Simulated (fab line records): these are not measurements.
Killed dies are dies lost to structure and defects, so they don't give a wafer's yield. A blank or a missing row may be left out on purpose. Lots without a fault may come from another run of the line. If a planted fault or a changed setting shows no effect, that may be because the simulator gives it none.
Struck lot and sound lot, side by side :: flow nand-harc :: 14 out of 1159 route steps
Sound: the wafers L139.1, L139.3, L139.4. The struck wafers were L127.1, L127.2, L127.4. At the end, the cause is stated.
Each step with rows lists, per side, the tool, then ch with its chambers, then its first start. Under that, the readings that differ: sound wafers :: struck wafers :: difference of the means :: sigmas: that difference in standard deviations of wafers without a fault.
alike: words and numbers the same on both sides, and readings whose means are apart by under 2 such deviations; not compared: readings that were withheld, readings missing a value for some wafer, numbers with overlapping values and no deviation given by the record, and bounds like >300 which may hide the same value.
Wherever a step has rows on one side only, a row that says differs or no value, or a row with sigmas, the two part there. Numbers that have no deviation but don't overlap get no sigmas and don't part them. A reading missing from all wafers of one side parts the sides only when that side holds two or more wafers.

first, 1 step without rows for these wafers: NHARC_A_CONTACT_DEVELOP_41 (develop time 35 s).
NHARC_A_CONTACT_CD_MEAS_42 targets a cd of 200 nm.
  sound on cd-sem-03 ch 0, day 21 19:06; struck on cd-sem-01 ch 0, day 19 02:43
  alike: cd-nm
NHARC_A_CONTACT_OVL_MEAS_43:
  sound on overlay-01, day 21 19:11; struck on overlay-02, day 19 02:48
  alike: overlay-x-nm, overlay-y-nm
NHARC_A_CONTACT_INSPECT_44:
  sound on defect-inspect-02, day 21 19:14; struck on defect-inspect-01, day 19 02:50
  alike: raw-defect-count
then, 2 steps without rows for these wafers: NHARC_A_CONTACT_DESCUM_47 (chemistry O2, time 3 s); NHARC_A_CONTACT_ETCH_48 (etches the open film in CF4, target depth 39 nm, time 65 s).
NHARC_A_CONTACT_ETCH_49: etches the open film in N2/H2, target depth 260 nm, time 475.3 s.
  sound: rie-diel-09 ch 1,2,3; struck: rie-diel-01 ch 0,1,2
  alike: bias-w, chamber-pressure-mTorr, drypump-motor-current-A, n2-flow-sccm, oes-product-au, rf-vpp-V, showerhead-plenum-p-Torr, throttle-valve-pct
  not compared: rf-hours-counter-h
NHARC_A_CONTACT_ETCH_50: etches the open film in CF4/CHF3, target depth 84.7 nm, time 42.4 s.
  sound: rie-diel-09 ch 0,1,2; struck: rie-diel-01 ch 1,2,3
reading: oes-product-au (a.u.)
sound: 0.913 0.923 0.920
struck: 0.978 0.965 0.955
difference: +0.047
sigmas: +2
  alike: bias-w, cf4-flow-sccm, drypump-motor-current-A, rf-vpp-V, showerhead-plenum-p-Torr, throttle-valve-pct
  not compared: rf-hours-counter-h
NHARC_A_CONTACT_ETCH_51: etches the open film in O2/COS, target depth 3600 nm, time 936 s.
  sound: rie-diel-09 ch 0,1,3; struck: rie-diel-01 ch 0,1,3
reading: rf-hours-counter-h (h)
sound: 25 26 27
struck: 24 22 23
difference: -3
sigmas: 
  alike: bias-w, chamber-pressure-mTorr, cos-flow-sccm, drypump-motor-current-A, oes-product-au, rf-vpp-V, showerhead-plenum-p-Torr, throttle-valve-pct
NHARC_A_CONTACT_ETCH_111: etches the open film in C4F8/O2/Ar, time 140 s, target depth 700 nm.
  sound on har-cap-etch-02 ch 0,1, day 21 22:50; struck on har-cap-etch-01 ch 0,1, day 19 04:10
  alike: chamber-pressure-mTorr, oes-air-line-au
  not compared: rf-hours-counter-h
then, 2 steps without rows for these wafers: NHARC_A_CONTACT_ETCH_112 (etches the open film in C4F8/O2/Ar, time 94 s, target depth 922 nm); NHARC_A_CONTACT_ETCH_113 (etches the open film in C4F8/O2/Ar, time 94 s, target depth 922 nm).
NHARC_A_CONTACT_ETCH_114: etches the open film in C4F8/O2/Ar, time 94 s, target depth 922 nm.
  sound on har-cap-etch-02 ch 0,1, day 21 23:13; struck on har-cap-etch-01 ch 0,1, day 19 04:32
  no value came back on the struck wafers for chamber-pressure-mTorr (mTorr), oes-air-line-au (a.u.); on the sound wafers chamber-pressure-mTorr (mTorr) reads 20.008 20.005 19.995
  not compared: rf-hours-counter-h
NHARC_A_CONTACT_ETCH_115: etches the open film in C4F8/O2/Ar, time 94 s, target depth 922 nm.
  sound on har-cap-etch-02 ch 0,1, day 21 23:19; struck on har-cap-etch-01 ch 0,1, day 19 04:38
  alike: chamber-pressure-mTorr, oes-air-line-au
  not compared: rf-hours-counter-h

## WHERE THEY PART
Last at NHARC_A_CONTACT_ETCH_114 as far as this record goes, first at NHARC_A_CONTACT_ETCH_50. Later steps at which nothing parts them and some readings are alike: NHARC_A_CONTACT_ETCH_115.

WHY: whatever the simulator had introduced
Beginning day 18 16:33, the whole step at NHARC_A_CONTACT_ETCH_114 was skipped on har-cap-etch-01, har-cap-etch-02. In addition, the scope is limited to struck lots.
